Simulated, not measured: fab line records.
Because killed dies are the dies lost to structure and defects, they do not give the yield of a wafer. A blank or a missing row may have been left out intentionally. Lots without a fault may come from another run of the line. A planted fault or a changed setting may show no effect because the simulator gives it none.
Comparing a struck lot with a sound one | flow n5Finfet | 15 out of 1938 route steps
Sound: these wafers, L216.3, L216.4, L216.5. Struck: wafer L218.5. (L218.2, L218.4 of the same lot were not struck and are left out.) The cause comes at the end.
Each step with rows lists, per side, the tool, then ch with its chambers, then its first start. Under that, the readings that differ: sound wafers | struck wafers | difference of the means | sigmas: that difference in standard deviations of wafers without a fault.
alike: words and numbers the same on both sides, and readings whose means are apart by under 2 such deviations; not compared: readings that were withheld, readings missing a value for some wafer, numbers with overlapping values and no deviation given by the record, and bounds like >300 which may hide the same value.
The two part at a step that has a row with sigmas, a row that says differs or no value, or rows on one side only. Non-overlapping numbers with no deviation appear without sigmas and do not part them. A reading missing from all wafers of one side parts the sides only when that side holds two or more wafers.

N5_FIN_CUT_INSPECT_10: inspects for defects (brightfield).
  sound on defectInspect-02 at day 4 04:05; struck on defectInspect-02 at day 4 15:22
  alike: rawDefectCount
then, 1 step without rows for these wafers: N5_FIN_CUT_DESCUM_13 (chemistry O2, time 7 s).
N5_FIN_CUT_ETCH_30: etches underlayer in N2/H2, target depth 13 nm, time 10.4 s.
  sound on rieDiel-05 ch 0,2, day 4 04:10; struck on rieDiel-02 ch 3, day 4 15:26
reading           | sound            | struck | difference | sigmas
etchRfOnTimeS (s) | 9.97 10.00 10.44 | 10.58  | +0.44      | +2
  alike: drypumpMotorCurrentA, oesProductAu, rfFwdPowerW, rfVppV, showerheadPlenumPTorr, throttleValvePct
  not compared: rfHoursCounterH
then, 4 steps without rows for these wafers: N5_FIN_CUT_ETCH_20 (etches SiARC in CF4, target depth 26 nm, time 43.3 s); N5_FIN_CUT_ETCH_21 (etches SOC in N2/H2, target depth 219 nm, overetch 43.8 nm, time 523.5 s); N5_FIN_CUT_STRIP_23 (strips in N2/H2); N5_FIN_CUT_STRIP_31 (strips in N2/H2).
N5_FIN_CUT_STRIP_24: strips in CF4.
  sound on rieDiel-05 ch 0,2, day 4 04:32; struck on rieDiel-02 ch 3, day 4 15:49
reading    | sound             | struck | difference | sigmas
rfVppV (V) | 269.7 268.6 272.0 | 273.7  | +3.6       | +2
  alike: drypumpMotorCurrentA, oesProductAu, rfFwdPowerW, showerheadPlenumPTorr, throttleValvePct
  not compared: rfHoursCounterH
then, 1 step without rows for these wafers: N5_FIN_CUT_CUT_ETCH_26 (etches SiNx in CH3F/O2, target depth 39 nm, time 55.7 s).
N5_FIN_CUT_CUT_ETCH_27: etches SiO2 in CHF3/O2, target depth 4 nm, overetch 2 nm, time 4.9 s.
  sound on rieDiel-05 ch 0,2, day 4 04:37; struck on rieDiel-02 ch 3, day 4 15:53
  alike: drypumpMotorCurrentA, mfcArSccm, oesProductAu, rfFwdPowerW, rfVppV, showerheadPlenumPTorr, throttleValvePct
  not compared: rfHoursCounterH
N5_FIN_CUT_PRECLEAN_35: cleans in vHF, time 13.3 s.
  sound on vaporEtch-01 ch 0,1, day 4 04:54; struck on vaporEtch-01 ch 0, day 4 15:56
  alike: drypumpMotorCurrentA, forelinePTorr, pressureTorr
then, 1 step without rows for these wafers: N5_FIN_CUT_CUT_ETCH_15 (etches Si in HBr/Cl2/O2, target depth 100 nm, bt time 10 s, time 42.4 s).
N5_FIN_CUT_CUT_ETCH_28: etches Si in HBr/Cl2/O2, target depth 6 nm, time 2.4 s.
  sound on rieSi-06 ch 2,3, day 4 05:01; struck on rieSi-06 ch 0, day 4 16:05
reading                 | sound             | struck | difference | sigmas
oesProductAu (a.u.)     | 0.979 1.014 1.017 | 1.042  | +0.039     | +3
model.etch.depthNm (nm) | 5.918 5.921 5.883 | 7.894  | +1.987     | 
  alike: drypumpMotorCurrentA, heBacksideLeakSccm, throttleValvePct
  not compared: rfFwdPowerW, rfHoursCounterH
N5_FIN_CUT_STRIP_22: strips in N2/H2.
  sound on rieDiel-02 ch 1,2, day 4 05:10; struck on rieDiel-05 ch 1, day 4 16:09
reading             | sound          | struck | difference | sigmas
oesProductAu (a.u.) | 0.70 0.69 0.70 | 0.92   | +0.22      | +3
  alike: drypumpMotorCurrentA, rfVppV, showerheadPlenumPTorr, throttleValvePct
  not compared: rfHoursCounterH
-- record jumps: 6 days separate the struck wafers' starts on either side; left off in module FIN_CUT, taken up again in module BEOL_M4, whose first shown step is the route's number 1111 --
N5_BEOL_M4_RC_MEAS_101:
  sound on prober-01 ch 0, day 10 03:10; struck on prober-01 ch 0, day 10 21:46
  alike: DIBL_N, DIBL_P, IOFF_N, IOFF_P, ION_N, ION_P, SS_N, SS_P, VT_N, VT_P

## WHERE THEY PART
Last at N5_FIN_CUT_STRIP_22 as far as this record goes, first at N5_FIN_CUT_ETCH_30. Later steps at which nothing parts them and some readings are alike: N5_BEOL_M4_RC_MEAS_101.

WHY: what the simulator had put in
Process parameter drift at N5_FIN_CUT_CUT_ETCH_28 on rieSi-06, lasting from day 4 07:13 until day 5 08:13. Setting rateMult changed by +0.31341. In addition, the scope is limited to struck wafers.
